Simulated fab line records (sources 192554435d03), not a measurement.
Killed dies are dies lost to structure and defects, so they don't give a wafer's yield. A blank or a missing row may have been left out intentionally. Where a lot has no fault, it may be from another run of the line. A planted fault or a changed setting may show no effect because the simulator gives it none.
fab line records	flow n5-finfet
[record] lots = 7	wafers = 39
route steps=1938 shown HKMG_FIN@386 GATE_CUT@477 BEOL_M0_SAQP@663 BEOL_M3@931
start-h: start of the lot's first displayed wafer, in hours after the record's first day	wait-h: hours elapsed since this lot's preceding step	" identical to the entry in the row above	L1.1+2: one row covering several wafers at once	- value missing, or start not given	* or withheld: withheld	< > ~ a bound
route shown NAME@n: names a module that has steps shown in the file, with the first one's number in the route	usual: the fault-free wafers' mean and standard deviation	same: alike in all rows	chamber/n: place in a boat	sites: per-site readings	_std_site: the standard deviation of these	_edge_site: inner sites' mean taken away from outer sites' mean	radius-mm: how far each site lies from the wafer's centre	mask NAME#n: copy n	behind: the tool/chamber that last shaped the wafer	hold: what put the lot on hold/how long, in hours/how the hold closed	device: transistor that didn't switch, given as n, p or np	end of line: at the end of the route, the tests of the same wafers	a step given without rows: its recipe and nothing more	killed: not the wafer's yield, but the dies lost to structure and defects at the first sort	map: shows each die of a wafer: x if killed, . if not, _ if none is there
set.NAME: the run value of the setting; set.NAME@STEP: its run value at that earlier step	model.NAME: the simulator's own value behind a step, which no gauge read
lots whose settings were changed on purpose; a table a step, a row a wafer
[[steps]]
[step N5_HKMG_FIN_HK_ALD_01]
[recipe] material = HfO2	target-thk-a = 16	temp-c = withheld	ald-precursor-family = HfCl4	ald-co-reactant = H2O	pulse-time-s = 3	purge-time-s = 3	co-reactant-purge-time-s = 2.5	co-reactant-pulse-time-s = 0.3	ald-cycles = 30
lot.wafer	tool	chamber	start-h	wait-h	set.ald-cycles	model.HfO2_of_HKMG_FIN_HK_ALD_01.thk-nm
L074.1+3+6	ald-hk-02	2,3,3	74.05	0.0	19	1
L074.2+4+5	"	1,0,0	"	"	30	1.6
L078.1+2+5	ald-hk-02	1,0,1	94.37	0.0	30	1.6
L078.3+4+6	"	2,3,2	"	"	36	2
L081.1+2+6	ald-hk-03	2,3,3	116.94	0.0	45	2.4
L081.3+4+5	"	0,1,0	"	"	30	1.6
L085.1+2+3+4+5+6	ald-hk-03	0,3,2,1,2,3	135.74	0.0	30	1.6
L088.1+3+4	ald-hk-02	3,1,2	154.28	0.0	30	1.6
L088.2+6	"	0	"	"	47	2.6
L088.5	"	3	"	"	47	2.4
L090.1+2+6	ald-hk-02	1,2,0	166.98	0.0	30	1.6
L097.1+3+4	ald-hk-01	3,1,0	214.17	0.0	18	1
L097.2+5+6	"	2,1,0	"	"	30	1.6
[step N5_HKMG_FIN_HK_ANNEAL_02]
[recipe] temp-c = 700	time-s = 30	ambient = N2	idle-temp-c = 600	ramp-up-c-per-s = 150	ramp-down-c-per-s = 60	cool-to-c = 600
[step N5_HKMG_FIN_ALD_74]
[recipe] material = La2O3	target-thk-a = 5	temp-c = 250	ald-precursor-family = La-Cp	ald-co-reactant = O3	pulse-time-s = 6	co-reactant-pulse-time-s = 1	purge-time-s = 3	co-reactant-purge-time-s = 3
[step N5_HKMG_FIN_WET_ETCH_82]
[recipe] chemistry = dHCl	mix = 1:10000	temp-c = 25	target = La2O3	stop-on = HfO2	target-depth-nm = 2	dry = ipa-marangoni	rinse-time-s = 30	rinse-temp-c = 23
[step N5_HKMG_FIN_ALD_36]
[recipe] material = TiN	target-thk-a = 10	temp-c = 400	ald-precursor-family = TiCl4	ald-co-reactant = NH3	pulse-time-s = 1	purge-time-s = 3	co-reactant-purge-time-s = 2	co-reactant-pulse-time-s = 2	ald-cycles = 47	pressure-torr = 3
[step N5_HKMG_FIN_THK_MEAS_70]
[recipe] thk-meas-gauge = xrf	reads = HfO2_of_HKMG_FIN_HK_ALD_01
[usual] HK_THK = 1.596/0.019
lot.wafer	tool	chamber	start-h	wait-h	set.ald-cycles@HKMG_FIN_HK_ALD_01	HK_THK[nm]
L074.1	film-metro-01	-	77.54	0.2	19	1.016
L074.2	"	-	"	"	30	1.612
L074.3	"	-	"	"	19	1.010
L074.4	"	-	"	"	30	1.610
L074.5	"	-	"	"	30	1.620
L074.6	"	-	"	"	19	1.011
L078.1	film-metro-02	-	98.31	0.2	30	1.615
L078.2	"	-	"	"	30	1.566
L078.3	"	-	"	"	36	1.928
L078.4	"	-	"	"	36	1.905
L078.5	"	-	"	"	30	1.610
L078.6	"	-	"	"	36	1.930
L081.1	film-metro-02	-	120.27	0.2	45	2.422
L081.2	"	-	"	"	45	2.397
L081.3	"	-	"	"	30	1.581
L081.4	"	-	"	"	30	1.625
L081.5	"	-	"	"	30	1.605
L081.6	"	-	"	"	45	2.372
L085.1	film-metro-02	-	139.89	0.2	30	1.619
L085.2	"	-	"	"	30	1.600
L085.3	"	-	"	"	30	1.644
L085.4	"	-	"	"	30	1.581
L085.5	"	-	"	"	30	1.633
L085.6	"	-	"	"	30	1.592
L088.1	film-metro-01	-	157.67	0.2	30	1.584
L088.2	"	-	"	"	47	2.511
L088.3	"	-	"	"	30	1.593
L088.4	"	-	"	"	30	1.596
L088.5	"	-	"	"	47	2.496
L088.6	"	-	"	"	47	2.508
L090.1	film-metro-01	-	170.37	0.2	30	1.599
L090.2	"	-	"	"	30	1.589
L090.6	"	-	"	"	30	1.606
L097.1	film-metro-02	-	218.11	0.2	18	0.936
L097.2	"	-	"	"	30	1.568
L097.3	"	-	"	"	18	0.972
L097.4	"	-	"	"	18	0.955
L097.5	"	-	"	"	30	1.591
L097.6	"	-	"	"	30	1.603
[step N5_GATE_CUT_HM_DEP_46]
[recipe] material = SiO2	target-thk-a = 1300	temp-c = 400	precursor = TEOS/O2	pressure-torr = 6.5	rf-w = 900	teos-flow-sccm = 161.4	gas = O2	flow-sccm = 2650	time-s = 26.6
lot.wafer	tool	chamber	start-h	wait-h	set.time-s	model.SiO2_of_GATE_CUT_HM_DEP_46.thk-nm
L074.1	pecvd-01	1	86.44	0.0	21.39	104.4
L074.2	"	0	"	"	26.6	128.2
L074.3	"	2	"	"	21.39	104
L074.4	"	2	"	"	21.39	104.6
L074.5	"	1	"	"	26.6	131.4
L074.6	"	0	"	"	26.6	130.4
L078.1	pecvd-04	2	106.90	0.0	26.6	127.2
L078.2	"	1	"	"	26.6	131
L078.3	"	0	"	"	26.6	132.8
L078.4	"	1	"	"	26.6	132.2
L078.5	"	2	"	"	26.6	129
L078.6	"	0	"	"	26.6	133.6
L081.1	pecvd-04	1	128.73	0.0	38.33	185
L081.2	"	0	"	"	26.6	131.8
L081.3	"	2	"	"	26.6	127.4
L081.4	"	0	"	"	38.33	189.8
L081.5	"	1	"	"	38.33	187.4
L081.6	"	2	"	"	26.6	129.4
L085.1	pecvd-04	1	148.53	0.0	16.12	79.6
L085.2	"	2	"	"	26.6	127.4
L085.3	"	0	"	"	26.6	130.2
L085.4	"	2	"	"	26.6	128.8
L085.5	"	0	"	"	16.12	82.6
L085.6	"	1	"	"	16.12	81.6
L088.1	pecvd-04	1	167.60	0.0	26.6	129.2
L088.2	"	2	"	"	26.6	126.2
L088.3	"	0	"	"	26.6	131.8
L088.4	"	2	"	"	26.6	129.6
L088.5	"	1	"	"	26.6	133
L088.6	"	0	"	"	26.6	135.4
L090.1	pecvd-01	1	179.30	0.0	26.6	129.6
L090.2	"	0	"	"	26.6	127.4
L090.6	"	2	"	"	26.6	132.8
L097.1	pecvd-04	1	227.02	0.0	26.6	128.4
L097.2	"	1	"	"	26.6	130.2
L097.3	"	1	"	"	26.6	131
L097.4	"	1	"	"	26.6	129.2
L097.5	"	1	"	"	26.6	130.4
L097.6	"	1	"	"	26.6	129.8
[step N5_GATE_CUT_COAT_34]
[recipe] resist = SOC	temp-c = 250	time-s = 60	spin-rpm = 1500	resist-thk-nm = 60
[step N5_GATE_CUT_COAT_35]
[recipe] resist = SiARC	temp-c = 220	time-s = 60	spin-rpm = 1500	resist-thk-nm = 10
[step N5_GATE_CUT_STRIP_38]
[recipe] chemistry = N2/H2	temp-c = 40	n2-flow-sccm = 200	h2-flow-sccm = 200	rf-frequency-hz = 6e+07
[step N5_GATE_CUT_STRIP_39]
[recipe] chemistry = N2/H2	temp-c = 40	n2-flow-sccm = 200	h2-flow-sccm = 200	rf-frequency-hz = 6e+07
[step N5_GATE_CUT_HM_OPEN_40]
[recipe] chemistry = C4F6/O2	target = SiO2	mask-material = SiARC	target-depth-a = 1390	time-s = 85.1	ion-energy-ev = 250	pressure-mtorr = 30	source-w = 345	bias-w = 185	Ar_flow_sccm = 300	C4F6_flow_sccm = 10	O2_flow_sccm = 10	ends = cleared
[usual] etch-rf-on-time-s = 93.8/2.7
lot.wafer	tool	chamber	start-h	wait-h	set.time-s@GATE_CUT_HM_DEP_46	etch-rf-on-time-s	model.etch.depth-nm	model.SOC_of_GATE_CUT_COAT_34.thk-nm
L074.1	rie-diel-05	3	87.19	0.0	21.39	76.3	104.3	38
L074.2	"	2	"	"	26.6	97.0	128.2	33.8
L074.3	"	1	"	"	21.39	73.7	104	38.2
L074.4	"	3	"	"	21.39	77.3	104.6	38
L074.5	"	1	"	"	26.6	93.9	131.5	32.2
L074.6	"	2	"	"	26.6	98.2	130.5	33.6
L078.1	rie-diel-05	1	107.65	0.0	26.6	89.9	127.2	33.2
L078.2	"	2	"	"	26.6	99.8	131	33.4
L078.3	"	3	"	"	26.6	96.8	132.8	32
L078.4	"	3	"	"	26.6	96.7	132.2	32.2
L078.5	"	2	"	"	26.6	97.8	129	33.8
L078.6	"	1	"	"	26.6	94.0	133.5	32
L081.1	rie-diel-06	0	129.36	0.0	38.33	136.6	184.9	21
L081.2	"	3	"	"	26.6	90.7	131.7	33
L081.3	"	2	"	"	26.6	88.6	127.4	32.2
L081.4	"	1	"	"	38.33	136.9	189.8	19.4
L081.5	"	2	"	"	38.33	131.2	187.4	18.8
L081.6	"	3	"	"	26.6	89.0	129.4	33.4
L085.1	rie-diel-05	0	149.35	0.0	16.12	55.2	79.57	43.8
L085.2	"	3	"	"	26.6	92.3	127.5	32.8
L085.3	"	1	"	"	26.6	91.6	130.2	32.6
L085.4	"	2	"	"	26.6	97.1	128.7	33.8
L085.5	"	3	"	"	16.12	60.1	82.67	42.6
L085.6	"	0	"	"	16.12	56.3	81.58	43.2
L088.1	rie-diel-06	1	168.35	0.0	26.6	92.8	129.2	32.2
L088.2	"	2	"	"	26.6	88.8	126.2	32.6
L088.3	"	0	"	"	26.6	96.6	131.8	32
L088.4	"	1	"	"	26.6	92.6	129.6	32.2
L088.5	"	0	"	"	26.6	97.7	132.9	32
L088.6	"	2	"	"	26.6	94.6	135.4	30.6
L090.1	rie-diel-06	1	180.17	0.0	26.6	92.2	129.5	32.6
L090.2	"	3	"	"	26.6	88.4	127.4	34.2
L090.6	"	0	"	"	26.6	96.7	132.8	32
L097.1	rie-diel-06	2	227.77	0.0	26.6	90.7	128.4	31.8
L097.2	"	0	"	"	26.6	94.9	130.3	32.4
L097.3	"	3	"	"	26.6	90.8	131.1	33
L097.4	"	1	"	"	26.6	91.8	129.1	32.2
L097.5	"	3	"	"	26.6	90.8	130.5	33.2
L097.6	"	2	"	"	26.6	92.2	129.8	31.6
[step N5_GATE_CUT_STRIP_41]
[recipe] chemistry = CF4	resist = SiARC	power-w = 300	bias-power-w = 75	pressure-mtorr = 50	cf4-flow-sccm = 150	rf-frequency-hz = 6e+07
[step N5_GATE_CUT_STRIP_42]
[recipe] chemistry = O2	power-w = 400	temp-c = 40	pressure-mtorr = 30	rf-frequency-hz = 6e+07	bias-power-w = 0	overash-fraction = 0.3	o2-flow-sccm = 225
[step N5_GATE_CUT_ALD_22]
[recipe] material = SiNx	target-thk-a = 160	temp-c = 400	ald-precursor-family = SiH2I2	ald-co-reactant = N2/H2-plasma	pulse-time-s = 1	ald-cycles = 320	purge-time-s = 2	co-reactant-purge-time-s = 2	pressure-torr = 2
[step N5_GATE_CUT_CMP_23]
[recipe] stop-on = SiO2	t-overpolish-s = 23.4	post-cmp-clean = alkaline-brush	down-force-psi = 2.5	platen-rpm = 51.8	pad-velocity-m-s = 1.0307	target-thk-nm = 16
[step N5_GATE_CUT_THK_MEAS_24]
[recipe] reads = SiO2_of_GATE_CUT_HM_DEP_46+SiO2_flowable_of_ILD0_FCVD_FILL_01
[usual] GC_FILL_THK = 220.5/2.6
lot.wafer	tool	chamber	start-h	wait-h	set.time-s@GATE_CUT_HM_DEP_46	GC_FILL_THK[nm]
L074.1	film-metro-01	-	89.98	-	21.39	195.6
L074.2	"	-	"	"	26.6	215.1
L074.3	"	-	"	"	21.39	192.7
L074.4	"	-	"	"	21.39	194.9
L074.5	"	-	"	"	26.6	221.1
L074.6	"	-	"	"	26.6	221.6
L078.1	film-metro-02	-	110.10	-	26.6	216.9
L078.2	"	-	"	"	26.6	217.9
L078.3	"	-	"	"	26.6	223.6
L078.4	"	-	"	"	26.6	223.5
L078.5	"	-	"	"	26.6	216.4
L078.6	"	-	"	"	26.6	225.8
L081.1	film-metro-02	-	131.82	-	38.33	274.0
L081.2	"	-	"	"	26.6	222.3
L081.3	"	-	"	"	26.6	214.6
L081.4	"	-	"	"	38.33	281.5
L081.5	"	-	"	"	38.33	278.6
L081.6	"	-	"	"	26.6	217.4
L085.1	film-metro-01	-	152.15	-	16.12	171.1
L085.2	"	-	"	"	26.6	217.3
L085.3	"	-	"	"	26.6	220.0
L085.4	"	-	"	"	26.6	219.3
L085.5	"	-	"	"	16.12	174.4
L085.6	"	-	"	"	16.12	172.5
L088.1	film-metro-02	-	170.81	-	26.6	218.7
L088.2	"	-	"	"	26.6	216.0
L088.3	"	-	"	"	26.6	220.9
L088.4	"	-	"	"	26.6	220.1
L088.5	"	-	"	"	26.6	223.4
L088.6	"	-	"	"	26.6	224.6
L090.1	film-metro-02	-	182.67	-	26.6	218.2
L090.2	"	-	"	"	26.6	216.8
L090.6	"	-	"	"	26.6	222.6
L097.1	film-metro-01	-	231.78	-	26.6	219.6
L097.2	"	-	"	"	26.6	218.7
L097.3	"	-	"	"	26.6	220.3
L097.4	"	-	"	"	26.6	219.6
L097.5	"	-	"	"	26.6	220.5
L097.6	"	-	"	"	26.6	219.1
[step N5_GATE_CUT_CMP_43]
[recipe] material = SiO2	post-cmp-clean = rinse-only
lot.wafer	tool	chamber	start-h	wait-h	set.time-s@GATE_CUT_HM_DEP_46	model.SiO2_of_GATE_CUT_HM_DEP_46.thk-nm
L074.1+3+4	cmp-02	1,2,3	90.01	0.0	21.39	3.8
L074.2	"	0	"	"	26.6	4.8
L074.6+5	"	1,2	"	"	26.6	5
L078.3+6	cmp-02	0,1	110.13	0.0	26.6	5.2
L078.1	"	1	"	"	26.6	4.8
L078.4+2+5	"	2,3,0	"	"	26.6	5
L081.1	cmp-02	1	131.85	0.0	38.33	7.6
L081.4+5	"	2,1	"	"	38.33	7.8
L081.2+6	"	3,2	"	"	26.6	5
L081.3	"	0	"	"	26.6	4.8
L085.4+3	cmp-04	0,3	152.18	0.0	26.6	5
L085.1+6	"	1	"	"	16.12	2.6
L085.2	"	2	"	"	26.6	4.8
L085.5	"	0	"	"	16.12	2.8
L088.4+1+3	cmp-03	3,0,2	170.84	0.0	26.6	5
L088.2	"	1	"	"	26.6	4.8
L088.6+5	"	3,0	"	"	26.6	5.2
L090.1	cmp-02	0	182.86	0.2	26.6	5
L090.2	"	1	"	"	26.6	4.8
L090.6	"	2	"	"	26.6	5.2
L097.4+3+2+1+5+6	cmp-02	2,3,0,1,2,3	231.80	0.0	26.6	5
[step N5_BEOL_M0_SAQP_SPACER1_ALD_98]
[recipe] material = SiO2	target-thk-a = 128	temp-c = 300	ald-precursor-family = BDEAS	ald-co-reactant = O2-plasma	pulse-time-s = 1	purge-time-s = 2	co-reactant-purge-time-s = 2	ald-cycles = 138	pressure-torr = 2
lot.wafer	tool	chamber	start-h	wait-h	set.ald-cycles	model.SiO2_of_BEOL_M0_SAQP_SPACER1_ALD_98.thk-nm
L074.1+2+3+4+5+6	ald-sin-02	3,2,1,2,1,3	110.28	0.4	138	12.8
L078.1+3+4	ald-sin-04	0,3,0	132.08	0.6	195	18
L078.2+5+6	"	2,3,2	"	"	138	12.8
L081.1+5	ald-sin-02	3,1	149.66	0.3	177	16.4
L081.2	"	0	"	"	177	16.6
L081.3+4+6	"	2,1,2	"	"	138	12.8
L085.1+2+3+4+5+6	ald-sin-02	3,1,2,0,1,2	177.89	0.3	138	12.8
L088.1+2+4+5	ald-sin-04	2,0,0,2	194.71	0.6	138	12.8
L088.3+6	"	3	"	"	138	13
L090.1+2+6	ald-sin-02	0,3,3	203.12	0.3	138	12.8
L097.1+2+3+4+5	ald-sin-02	3,1,2,0,3	253.04	0.3	138	12.8
L097.6	"	2	"	"	138	13
[step N5_BEOL_M0_SAQP_SPACER1_ETCHBACK_99]
[recipe] chemistry = CHF3/O2	mode = anisotropic-etchback	target = SiO2	target-depth-a = 154	time-s = 7.7	pressure-mtorr = 30	source-w = 650	bias-w = 170	Ar_flow_sccm = 200	CHF3_flow_sccm = 50	O2_flow_sccm = 5	ion-energy-ev = 200
[step N5_BEOL_M0_SAQP_MANDREL1_REMOVE_100]
[recipe] chemistry = HBr/Cl2/O2	bt-time-s = 10	target = a-Si	stop-on = SiNx	endpoint = OES-SiCl	over-etch-frac = 0.85	icp-w = 600	bias-w = 30	HBr_flow_sccm = 150	Cl2_flow_sccm = 80	O2_flow_sccm = 5	pressure-mtorr = 10
lot.wafer	tool	chamber	start-h	wait-h	set.ald-cycles@BEOL_M0_SAQP_SPACER1_ALD_98	model.BEOL_M0_SAQP.cd-nm
L074.1+2+4+5+6	rie-si-03	3,2,1,2,1	110.84	0.1	138	12.8
L074.3	"	0	"	"	138	12.6
L078.1	rie-si-05	0	132.65	0.1	195	18
L078.2+5	"	3,1	"	"	138	13
L078.3+4	"	2,1	"	"	195	18.2
L078.6	"	2	"	"	138	12.8
L081.1+5	rie-si-05	0	150.22	0.1	177	16.4
L081.2	"	3	"	"	177	16.6
L081.3	"	2	"	"	138	12.8
L081.4+6	"	1	"	"	138	13
L085.1	rie-si-05	1	178.46	0.1	138	12.8
L085.2+3+4+5+6	"	3,0,2,3,2	"	"	138	13
L088.1+2+3+4+5	rie-si-01	0,3,2,1,0	195.28	0.1	138	12.8
L088.6	"	1	"	"	138	13
L090.1+2+6	rie-si-05	3,2,1	203.68	0.1	138	12.8
L097.1+2	rie-si-01	0,2	253.91	0.1	138	12.8
L097.3+5+6	"	1,1,2	"	"	138	13
L097.4	"	3	"	"	138	12.6
[step N5_BEOL_M0_SAQP_CD_MEAS_25]
[recipe] target-cd-nm = 13.1	landing-energy-ev = 1000	detector = se-inlens
[usual] cd-nm = 12.85/0.23
lot.wafer	tool	chamber	start-h	wait-h	set.ald-cycles@BEOL_M0_SAQP_SPACER1_ALD_98	cd-nm
L074.1	cd-sem-03	0	110.95	0.1	138	13.01
L074.2	"	0	"	"	138	13.00
L074.3	"	0	"	"	138	12.40
L074.4	"	0	"	"	138	12.62
L074.5	"	0	"	"	138	12.97
L074.6	"	0	"	"	138	13.06
L078.1	cd-sem-02	0	132.76	0.1	195	17.79
L078.2	"	0	"	"	138	12.89
L078.3	"	0	"	"	195	18.24
L078.4	"	0	"	"	195	18.10
L078.5	"	0	"	"	138	13.03
L078.6	"	0	"	"	138	12.81
L081.1	cd-sem-01	0	150.33	0.1	177	16.57
L081.2	"	0	"	"	177	16.93
L081.3	"	0	"	"	138	12.82
L081.4	"	0	"	"	138	12.64
L081.5	"	0	"	"	177	16.43
L081.6	"	0	"	"	138	13.03
L085.1	cd-sem-03	0	178.57	0.1	138	13.11
L085.2	"	0	"	"	138	13.02
L085.3	"	0	"	"	138	13.00
L085.4	"	0	"	"	138	12.91
L085.5	"	0	"	"	138	12.96
L085.6	"	0	"	"	138	12.98
L088.1	cd-sem-01	0	195.39	0.1	138	12.96
L088.2	"	0	"	"	138	12.76
L088.3	"	0	"	"	138	12.82
L088.4	"	0	"	"	138	12.71
L088.5	"	0	"	"	138	12.48
L088.6	"	0	"	"	138	12.97
L090.1	cd-sem-02	0	203.79	0.1	138	12.87
L090.2	"	0	"	"	138	12.98
L090.6	"	0	"	"	138	12.67
L097.1	cd-sem-03	0	254.02	0.1	138	12.86
L097.2	"	0	"	"	138	13.08
L097.3	"	0	"	"	138	13.24
L097.4	"	0	"	"	138	12.80
L097.5	"	0	"	"	138	12.75
L097.6	"	0	"	"	138	13.15
[step N5_BEOL_M3_ILD_DEP_00]
[recipe] material = SiOC	target-thk-a = 790	temp-c = 350	precursor = DEMS/O2	pressure-torr = 5	rf-w = 500	time-s = 15.3
lot.wafer	tool	chamber	start-h	wait-h	set.target-thk-a	model.SiOC_of_BEOL_M3_ILD_DEP_00.thk-nm
L074.1	pecvd-01	2	151.02	0.0	790	78.4
L074.2	"	0	"	"	790	77
L074.3	"	1	"	"	790	77.6
L074.4+5	"	1,2	"	"	790	78.6
L074.6	"	0	"	"	790	79.2
L078.1	pecvd-02	0	171.17	0.0	790	76.6
L078.2	"	2	"	"	790	79.8
L078.3	"	1	"	"	353.6	35.2
L078.4	"	0	"	"	790	78.4
L078.5	"	1	"	"	353.6	35.4
L078.6	"	2	"	"	353.6	36.2
L081.1	pecvd-02	2	181.71	0.0	790	78.2
L081.2	"	0	"	"	790	78
L081.3	"	1	"	"	790	77
L081.4	"	1	"	"	790	78.4
L081.5	"	2	"	"	790	80.6
L081.6	"	0	"	"	790	78.6
L085.1	pecvd-02	1	219.21	0.0	790	77.6
L085.2	"	2	"	"	657	65.2
L085.3	"	0	"	"	657	62.8
L085.4	"	2	"	"	790	79.8
L085.5	"	0	"	"	790	77
L085.6	"	1	"	"	657	66
L088.1	pecvd-02	1	237.25	0.0	1176	116
L088.2	"	0	"	"	790	78.4
L088.3	"	2	"	"	1176	117.6
L088.4	"	0	"	"	790	78.2
L088.5	"	1	"	"	790	78.6
L088.6	"	2	"	"	1176	118.6
L090.1	pecvd-03	2	246.64	0.0	790	75.6
L090.2	"	1	"	"	790	79.2
L090.6	"	2	"	"	790	76.6
L097.1	pecvd-02	2	290.23	0.0	1045	104
L097.2+3	"	0,1	"	"	790	77.6
L097.4	"	0	"	"	790	79.8
L097.5	"	2	"	"	1045	105.6
L097.6	"	1	"	"	1045	104.8
[step N5_BEOL_M3_THK_MEAS_01]
[recipe] reads = SiOC_of_BEOL_M3_ILD_DEP_00
[usual] M3_ILD_THK = 78.2/1.3
lot.wafer	tool	chamber	start-h	wait-h	set.target-thk-a@BEOL_M3_ILD_DEP_00	M3_ILD_THK[nm]
L074.1	film-metro-02	-	151.09	0.0	790	78.3
L074.2	"	-	"	"	790	77.0
L074.3	"	-	"	"	790	77.6
L074.4	"	-	"	"	790	78.7
L074.5	"	-	"	"	790	78.5
L074.6	"	-	"	"	790	79.3
L078.1	film-metro-01	-	171.24	0.0	790	76.6
L078.2	"	-	"	"	790	79.8
L078.3	"	-	"	"	353.6	35.2
L078.4	"	-	"	"	790	78.3
L078.5	"	-	"	"	353.6	35.5
L078.6	"	-	"	"	353.6	36.2
L081.1	film-metro-01	-	181.78	0.0	790	78.3
L081.2	"	-	"	"	790	77.9
L081.3	"	-	"	"	790	76.9
L081.4	"	-	"	"	790	78.5
L081.5	"	-	"	"	790	80.5
L081.6	"	-	"	"	790	78.7
L085.1	film-metro-01	-	219.27	0.0	790	77.6
L085.2	"	-	"	"	657	65.2
L085.3	"	-	"	"	657	62.8
L085.4	"	-	"	"	790	79.9
L085.5	"	-	"	"	790	77.0
L085.6	"	-	"	"	657	66.0
L088.1	film-metro-02	-	237.32	0.0	1176	115.9
L088.2	"	-	"	"	790	78.5
L088.3	"	-	"	"	1176	117.5
L088.4	"	-	"	"	790	78.2
L088.5	"	-	"	"	790	78.6
L088.6	"	-	"	"	1176	118.5
L090.1	film-metro-01	-	246.72	0.1	790	75.6
L090.2	"	-	"	"	790	79.2
L090.6	"	-	"	"	790	76.6
L097.1	film-metro-01	-	290.29	0.0	1045	104.0
L097.2	"	-	"	"	790	77.5
L097.3	"	-	"	"	790	77.6
L097.4	"	-	"	"	790	79.8
L097.5	"	-	"	"	1045	105.6
L097.6	"	-	"	"	1045	104.9
[[key]]
[split] step = N5_HKMG_FIN_HK_ALD_01	setting = ald-cycles	stated = 30	by = wafer
[response] step = N5_HKMG_FIN_HK_ALD_01	reading = model.HfO2_of_HKMG_FIN_HK_ALD_01.thk-nm	change = +0.0162	per = 1%	r = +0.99
[response] step = N5_HKMG_FIN_THK_MEAS_70	reading = HK_THK	change = +0.0161	per = 1%	r = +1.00
[split] step = N5_GATE_CUT_HM_DEP_46	setting = time-s	stated = 26.6	by = wafer
[response] step = N5_GATE_CUT_HM_DEP_46	reading = model.SiO2_of_GATE_CUT_HM_DEP_46.thk-nm	change = +1.27	per = 1%	r = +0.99
[response] step = N5_GATE_CUT_HM_OPEN_40	reading = etch-rf-on-time-s	change = *	per = 1%	r = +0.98
[response] step = N5_GATE_CUT_HM_OPEN_40	reading = model.etch.depth-nm	change = +1.27	per = 1%	r = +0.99
[response] step = N5_GATE_CUT_HM_OPEN_40	reading = model.SOC_of_GATE_CUT_COAT_34.thk-nm	change = -0.277	per = 1%	r = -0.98
[response] step = N5_GATE_CUT_THK_MEAS_24	reading = GC_FILL_THK	change = +1.28	per = 1%	r = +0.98
[response] step = N5_GATE_CUT_CMP_43	reading = model.SiO2_of_GATE_CUT_HM_DEP_46.thk-nm	change = +0.0606	per = 1%	r = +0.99
[split] step = N5_BEOL_M0_SAQP_SPACER1_ALD_98	setting = ald-cycles	stated = 138	by = wafer
[response] step = N5_BEOL_M0_SAQP_SPACER1_ALD_98	reading = model.SiO2_of_BEOL_M0_SAQP_SPACER1_ALD_98.thk-nm	change = +0.127	per = 1%	r = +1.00
[response] step = N5_BEOL_M0_SAQP_MANDREL1_REMOVE_100	reading = model.BEOL_M0_SAQP.cd-nm	change = +0.126	per = 1%	r = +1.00
[response] step = N5_BEOL_M0_SAQP_CD_MEAS_25	reading = cd-nm	change = +0.128	per = 1%	r = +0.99
[split] step = N5_BEOL_M3_ILD_DEP_00	setting = target-thk-a	stated = 790	by = wafer
[response] step = N5_BEOL_M3_ILD_DEP_00	reading = model.SiOC_of_BEOL_M3_ILD_DEP_00.thk-nm	change = +0.79	per = 1%	r = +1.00
[response] step = N5_BEOL_M3_THK_MEAS_01	reading = M3_ILD_THK	change = +0.789	per = 1%	r = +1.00
